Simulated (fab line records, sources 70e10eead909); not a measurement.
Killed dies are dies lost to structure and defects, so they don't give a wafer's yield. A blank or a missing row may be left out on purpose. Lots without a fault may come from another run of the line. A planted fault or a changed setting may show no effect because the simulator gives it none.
fab line records | flow nand_harc | part 2 of 2: steps 29 to 35 of 35
record lots=5 wafers=15 last_day=33
route steps=1302 shown P_M2@339 P_BONDPAD@351
lots that met no fault: from a run of the same line without faults
start_h: hours from the record's first day to the start of the lot's first wafer shown | wait_h: hours since the lot's step before | " the same as in the row above | L1.1+2: a row that stands for several wafers | - no value, or no start given | * or withheld: withheld | < > ~ a bound
route shown NAME@n: a module of which the file shows steps, and the number in the route of the first | usual: mean/standard deviation of fault-free wafers | same: alike in all rows | chamber/n: place in a boat | sites: the reading at each site | _std_site: their standard deviation | _edge_site: outer sites' mean less inner sites' | radius_mm: how far each site lies from the wafer's centre | mask NAME#n: copy n | behind: the tool/chamber that last shaped the wafer | hold: why the lot was held/for how many hours/how that ended | device: the transistor (n, p or np) that didn't switch | end of line: the same wafers' tests at the end of the route | a step without rows: its recipe alone | killed: dies lost to structure and defects at the first sort, not the wafer's yield | map: a wafer's dies, x killed, . not, _ none there
set.NAME: the setting as run; set.NAME@STEP: as run at that earlier step | model.NAME: the simulator's own value behind a step, which no gauge read
lots at some steps of the route; a table a step, a row a wafer
services: from which hour (start_h, from the record's first day; less than 0 if before it) a tool's chamber was out of use, for how many hours, and why
## steps
# step NHARC_P_BONDPAD_ETCH_37
# recipe target_depth_a=600 overetch_a=180 time_s=65.91 ion_energy_ev=200 n2_flow_sccm=150 h2_flow_sccm=150 ar_flow_sccm=0 rf_w=400 bias_w=150 chemistry=N2/H2
# usual bias_w=150.0/0.43 drypump_motor_current_A=5.9/0.35 oes_product_au=1.001/0.01 rf_vpp_V=431.2/2.6 showerhead_plenum_p_Torr=2.06/0.088 throttle_valve_pct=14.172/0.0096
# columns lot.wafer tool chamber start_h wait_h bias_w drypump_motor_current_A oes_product_au rf_hours_counter_h rf_vpp_V showerhead_plenum_p_Torr throttle_valve_pct
L075.2 rie_diel-10 3 137.26 0.1 149.7 5.2 0.996 5.3 432.4 2.08 14.189
L075.3 " 1 " " 150.0 5.9 0.997 4.7 433.3 2.16 14.166
L075.6 " 0 " " 150.8 5.6 0.983 - 433.7 2.18 14.158
L076.3 rie_diel-10 1 151.74 0.1 150.1 5.9 1.007 5.2 434.3 2.16 14.158
L076.2 " 2 " " 150.4 6.2 1.007 5.8 429.4 2.02 14.169
L076.6 " 3 " " 149.4 5.1 1.001 - 433.1 2.08 14.175
L078.4 rie_diel-06 0 171.16 0.1 149.5 6.0 1.006 0.3 427.5 1.93 14.181
L078.1 " 2 " " 149.6 5.9 1.032 0.4 432.0 2.07 14.164
L078.6 " 0 " " 150.4 6.0 0.999 - 426.9 1.93 14.177
L079.2 rie_diel-10 0 184.18 0.1 149.4 5.6 1.001 7.4 433.1 2.18 14.179
L079.4 " 3 " " 150.0 5.2 1.016 - 430.5 2.08 14.179
L079.5 " 0 " " 149.9 5.6 1.005 - 434.0 2.18 14.168
L096.3 rie_diel-05 0 356.56 0.1 149.9 5.5 1.009 4.1 428.5 1.98 14.165
L096.1 " 3 " " 149.8 6.1 0.991 5.4 428.7 1.94 14.169
L096.6 " 1 " " 151.0 6.2 1.002 - 430.1 2.03 14.161
# step NHARC_P_BONDPAD_ETCH_12
# recipe target_depth_a=2000 time_s=100 chf3_flow_sccm=50 o2_flow_sccm=10 ar_flow_sccm=200 rf_w=500 bias_w=200 chemistry=CHF3/O2
# usual bias_w=200.1/0.57 drypump_motor_current_A=5.9/0.36 oes_product_au=0.944/0.025 rf_vpp_V=371.2/2.2 showerhead_plenum_p_Torr=2.43/0.091 throttle_valve_pct=20.572/0.0095
# columns lot.wafer tool chamber start_h wait_h bias_w drypump_motor_current_A oes_product_au rf_hours_counter_h rf_vpp_V showerhead_plenum_p_Torr throttle_valve_pct
L075.2 rie_diel-10 0 - - 200.5 5.6 0.946 4.7 374.9 2.56 20.572
L075.3 " 1 " " 199.9 5.9 0.984 4.7 373.0 2.54 20.584
L075.6 " 3 " " 199.3 5.2 0.960 - 371.7 2.45 20.566
L076.2 rie_diel-10 2 - - 201.0 6.2 0.929 5.9 370.6 2.38 20.569
L076.3 " 1 " " 200.4 5.9 0.932 5.2 373.8 2.54 20.558
L076.6 " 2 " " 200.8 6.2 0.929 - 370.1 2.38 20.565
L078.1 rie_diel-06 2 - - 200.1 5.9 0.958 0.4 372.1 2.44 20.574
L078.4 " 3 " " 200.2 5.8 0.956 0.4 373.0 2.54 20.566
L078.6 " 0 " " 201.0 6.0 0.956 - 369.2 2.29 20.582
L079.2 rie_diel-10 0 - - 199.2 5.6 0.922 7.4 373.9 2.55 20.583
L079.5 " 0 " " 198.7 5.5 0.923 - 374.7 2.55 20.593
L079.4 " 1 " " 200.8 5.9 0.929 - 374.9 2.54 20.554
L096.1 rie_diel-05 2 - - 199.3 6.1 0.921 6.1 372.7 2.53 20.585
L096.3 " 3 " " 200.3 6.1 0.912 5.4 367.7 2.29 20.562
L096.6 " 2 " " 200.1 6.1 0.930 - 373.6 2.53 20.571
# step NHARC_P_BONDPAD_CD_MEAS_13
# usual cd_nm=498.4/2
# columns lot.wafer tool chamber start_h wait_h cd_nm
L075.2 cd_sem-01 - 137.49 - 495.3
L075.3 " - " " 495.2
L075.6 " - " " 496.2
L076.2 cd_sem-01 - 151.95 - 498.7
L076.3 " - " " 498.4
L076.6 " - " " 499.9
L078.1 cd_sem-01 - 171.38 - 501.2
L078.4 " - " " 500.3
L078.6 " - " " 500.1
L079.2 cd_sem-02 - 184.43 - 501.4
L079.4 " - " " 499.3
L079.5 " - " " 499.8
L096.1 cd_sem-02 - 356.79 - 499.3
L096.3 " - " " 500.5
L096.6 " - " " 500.3
# step NHARC_P_BONDPAD_STRIP_15
# recipe o2_flow_sccm=500 ar_flow_sccm=0 bias_w=0 chemistry=O2
# usual drypump_motor_current_A=5.9/0.37 oes_product_au=1.002/0.0097 rf_vpp_V=57.9/1 showerhead_plenum_p_Torr=3.58/0.13 throttle_valve_pct=17.036/0.0085
# same bias_w=0
# columns lot.wafer tool chamber start_h wait_h drypump_motor_current_A oes_product_au rf_hours_counter_h rf_vpp_V showerhead_plenum_p_Torr throttle_valve_pct
L075.3 rie_diel-05 0 137.56 0.1 5.5 1.012 3.9 57.9 3.45 17.019
L075.2 " 1 " " 6.2 1.002 3.3 58.9 3.51 17.048
L075.6 " 1 " " 6.3 1.007 - 57.7 3.51 17.025
L076.2 rie_diel-05 2 152.04 0.1 6.1 0.976 3.3 56.3 3.72 17.052
L076.3 " 3 " " 6.1 1.001 4.0 57.4 3.38 17.041
L076.6 " 1 " " 6.3 0.999 - 58.2 3.51 17.031
L078.4 rie_diel-10 2 171.49 0.1 6.2 0.997 7.4 57.0 3.50 17.028
L078.1 " 3 " " 5.2 1.001 7.5 58.5 3.59 17.036
L078.6 " 0 " " 5.6 0.994 - 58.8 3.75 17.034
L079.2 rie_diel-10 0 184.50 0.1 5.6 0.997 7.5 58.0 3.75 17.037
L079.5 " 1 " " 5.9 1.007 - 57.5 3.72 17.029
L079.4 " 3 " " 5.2 1.006 - 57.5 3.59 17.029
L096.3 rie_diel-05 2 356.88 0.1 6.1 0.995 6.1 59.5 3.72 17.051
L096.1 " 3 " " 6.1 0.999 5.5 57.0 3.37 17.025
L096.6 " 1 " " 6.3 1.014 - 59.9 3.51 17.031
# step NHARC_P_BONDPAD_ETCH_24
# recipe target_depth_a=300 over_etch_frac=0.3 time_s=72.99 ion_energy_ev=150 cf4_flow_sccm=50 n2_flow_sccm=100 ar_flow_sccm=150 rf_w=300 bias_w=100 chemistry=CF4/N2
# usual bias_w=99.99/0.3 drypump_motor_current_A=5.9/0.38 oes_product_au=1.000/0.0093 rf_vpp_V=314.6/1.9 showerhead_plenum_p_Torr=2.66/0.098 throttle_valve_pct=19.794/0.0089
# columns lot.wafer tool chamber start_h wait_h bias_w drypump_motor_current_A oes_product_au rf_hours_counter_h rf_vpp_V showerhead_plenum_p_Torr throttle_valve_pct
L075.2 rie_diel-05 0 - - 100.10 5.5 0.994 3.9 313.1 2.56 19.796
L075.3 " 2 " " 99.83 6.1 0.991 2.8 316.8 2.77 19.802
L075.6 " 1 " " 100.04 6.3 1.016 - 315.0 2.61 19.789
L076.2 rie_diel-05 3 - - 100.15 6.1 1.003 4.1 312.0 2.51 19.801
L076.3 " 1 " " 99.47 6.3 1.009 4.4 312.9 2.61 19.782
L076.6 " 0 " " 99.75 5.5 1.008 - 313.0 2.56 19.789
L078.1 rie_diel-10 3 - - 99.80 5.2 1.008 7.5 315.7 2.67 19.813
L078.4 " 0 " " 99.75 5.6 0.985 7.0 318.7 2.79 19.791
L078.6 " 3 " " 100.05 5.2 0.998 - 313.4 2.67 19.802
L079.2 rie_diel-10 0 184.70 0.2 99.90 5.6 0.988 7.5 317.2 2.79 19.785
L079.5 " 1 " " 99.80 5.9 0.992 - 317.6 2.77 19.798
L079.4 " 0 " " 100.07 5.5 0.993 - 316.1 2.79 19.797
L096.1 rie_diel-05 0 - - 100.33 5.5 1.010 4.1 313.5 2.56 19.813
L096.3 " 1 " " 99.62 6.3 1.013 5.3 315.4 2.61 19.792
L096.6 " 0 " " 100.39 5.5 0.993 - 312.7 2.56 19.779
# step NHARC_P_BONDPAD_STRIP_16
# recipe time_s=600 temp_c=30 chemistry=post_etch_residue_remover
# columns lot.wafer tool chamber start_h wait_h
L075.6+2+3 wet_bench-08 2,4,6 137.84 -
L076.2+6+3 wet_bench-10 6,7,1 152.33 -
L078.6+1+4 wet_bench-08 5,6,1 171.73 -
L079.4+2+5 wet_bench-10 2,3,4 184.83 -
L096.6+3+1 wet_bench-08 2,6,7 357.15 -
# step NHARC_P_BONDPAD_DEGAS_25
# recipe temp_c=300 time_s=60
# usual heater_power_w=441/33
# columns lot.wafer tool chamber start_h wait_h heater_power_w
L075.3 pvd_sputter-03 - 138.11 - 472
L075.2 " - " " 410
L075.6 " - " " 413
L076.2 pvd_sputter-01 - 152.60 - 376
L076.3 " - " " 444
L076.6 " - " " 440
L078.1 pvd_sputter-02 - 172.00 - 471
L078.4 " - " " 483
L078.6 " - " " 474
L079.4 pvd_sputter-02 - 185.14 - 451
L079.2 " - " " 490
L079.5 " - " " 475
L096.1 pvd_sputter-01 - 357.48 - 461
L096.3 " - " " 435
L096.6 " - " " 459
## services
# columns tool chamber start_h hours kind
litho_track-05 - 124.00 7.0 pm
pvd_sputter-02 - 138.97 1.7 repair
rie_diel-05 1 161.60 3.1 repair
rie_diel-05 - 172.19 4.8 repair
rie_diel-10 2 174.34 12.1 repair
rie_diel-10 0 175.00 5.7 repair
pecvd-02 - 180.46 1.0 repair
rie_diel-10 1 198.88 9.6 repair
pecvd-02 - 200.81 1.3 repair
litho_track-02 - 227.00 7.0 pm
pecvd-02 - 227.32 13.0 pm
rie_diel-10 2 227.84 9.2 repair
rie_diel-05 - 229.60 9.0 pm
pvd_sputter-02 - 237.16 14.7 repair
rie_diel-10 - 242.50 9.0 pm
litho_track-07 - 251.00 7.0 pm
rie_diel-10 3 256.22 2.5 repair
pecvd-02 - 277.12 0.7 repair
pvd_sputter-02 - 282.00 10.0 pm
litho_track-05 - 299.00 7.0 pm
pvd_sputter-02 - 332.00 7.5 repair
rie_diel-10 3 336.83 2.0 repair
rie_diel-10 0 351.60 6.4 repair
pvd_sputter-02 - 354.96 14.7 repair
